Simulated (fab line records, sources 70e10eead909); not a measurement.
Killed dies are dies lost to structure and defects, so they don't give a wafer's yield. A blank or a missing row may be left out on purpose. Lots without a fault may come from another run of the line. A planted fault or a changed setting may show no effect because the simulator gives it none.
Chamber matching | flow nand_harc | NHARC_A_ONON_D1_DEP_33 on pecvd-04: 3 sister chambers
The step deposits SiO2, target thk 200 nm. 16 wafers are shown with their chamber, then 8 later ones without.

WAFERS WITH THEIR CHAMBER
wafer  | chamber | heater_power_w (W) | throttle_valve_pct (%)
L074.1 | 1       | 568                | 16.2
L074.5 | 1       | 605                | 16.2
L074.6 | 0       | 767                | 17.4
L078.1 | 1       | 648                | 16.2
L078.5 | 2       | 442                | 16.2
L078.6 | 0       | 731                | 17.3
L081.2 | 1       | 565                | 16.0
L081.3 | 2       | 447                | 16.0
L081.6 | 0       | 690                | 16.7
L085.1 | 1       | 707                | 16.0
L085.2 | 2       | 527                | 16.0
L085.3 | 0       | 842                | 16.7
L088.2 | 2       | 586                | 16.3
L088.3 | 1       | 643                | 15.9
L088.6 | 0       | 746                | 16.7
L090.1 | 2       | 470                | 16.4

SIGNATURES (means of the wafers above)
reading            | chamber 0 | chamber 1 | chamber 2 | scatter within a chamber
heater_power_w     | 755.20    | 622.67    | 494.40    | 57.1
throttle_valve_pct | 16.960    | 16.083    | 16.180    | 0.237
Rule: a wafer's distance from a chamber is the root of the sum, over the readings, of the square of ((its reading less the chamber's mean) divided by the reading's scatter). The wafer belongs to the nearest chamber; if the next one is less than 2 further off, it can't be placed. The scatter: the root of (the sum of the squares of (reading less its chamber's mean) over the shown wafers, divided by (wafers less chambers)).

WAFERS WITHOUT THEIR CHAMBER
wafer  | heater_power_w (W) | throttle_valve_pct (%)
L090.3 | 625                | 16.0
L090.6 | 856                | 16.8
L093.2 | 453                | 16.3
L093.3 | 822                | 17.0
L093.4 | 470                | 16.4
L097.3 | 543                | 16.5
L097.4 | 700                | 16.2
L097.6 | 822                | 16.8

WHICH CHAMBER EACH WENT THROUGH
wafer  | from the rows above     | in truth
L090.3 | 1                       | 1
L090.6 | 0                       | 0
L093.2 | 2                       | 2
L093.3 | 0                       | 0
L093.4 | can't be placed: 2 or 1 | 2
L097.3 | can't be placed: 2 or 1 | 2
L097.4 | can't be placed: 1 or 0 | 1
L097.6 | 0                       | 0
Placed correctly: 5 of 8. Can't be placed from these rows: 3 (the true chamber is among the candidates in 3). Placed wrongly: 0.
